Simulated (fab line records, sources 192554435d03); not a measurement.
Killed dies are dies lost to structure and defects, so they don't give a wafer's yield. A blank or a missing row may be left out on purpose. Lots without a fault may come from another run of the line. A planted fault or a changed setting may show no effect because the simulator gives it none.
Chamber matching | flow n5_finfet | N5_BEOL_M8_STRIP_67 on rie_diel-05: 4 sister chambers
The step strips in CF4. 4 wafers are shown with their chamber, then 11 later ones without.

WAFERS WITH THEIR CHAMBER
wafer  | chamber | drypump_motor_current_A (A)
L084.4 | 3       | 5.89
L089.4 | 2       | 6.13
L089.5 | 0       | 5.55
L092.4 | 1       | 5.79

WAFERS WITHOUT THEIR CHAMBER
wafer  | drypump_motor_current_A (A)
L092.5 | 5.79
L092.6 | 5.56
L090.2 | 5.59
L090.3 | 5.80
L090.4 | 5.95
L094.1 | 5.59
L094.2 | 5.94
L094.3 | 6.15
L096.3 | 5.59
L096.5 | 5.81
L096.6 | 5.57

WHICH CHAMBER EACH WENT THROUGH
wafer  | from the rows above     | in truth
L092.5 | 1                       | 1
L092.6 | 0                       | 0
L090.2 | 0                       | 0
L090.3 | 1                       | 1
L090.4 | 3                       | 3
L094.1 | 0                       | 0
L094.2 | 3                       | 3
L094.3 | 2                       | 2
L096.3 | 0                       | 0
L096.5 | can't be placed: 1 or 3 | 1
L096.6 | 0                       | 0
Placed correctly: 10 of 11. Can't be placed from these rows: 1 (the true chamber is among the candidates in 1). Placed wrongly: 0.
How it was worked out, from the rows above alone: a wafer's distance from a chamber is the root of the sum, over the readings, of the square of ((its reading less the chamber's mean) divided by the reading's scatter). The wafer belongs to the nearest chamber; if the next one is less than 2 further off, it can't be placed. A chamber's mean is the mean of its shown wafers. The scatter: with one shown wafer a chamber, the root of the mean of the squares of how far each hidden wafer lies from its nearest shown one.
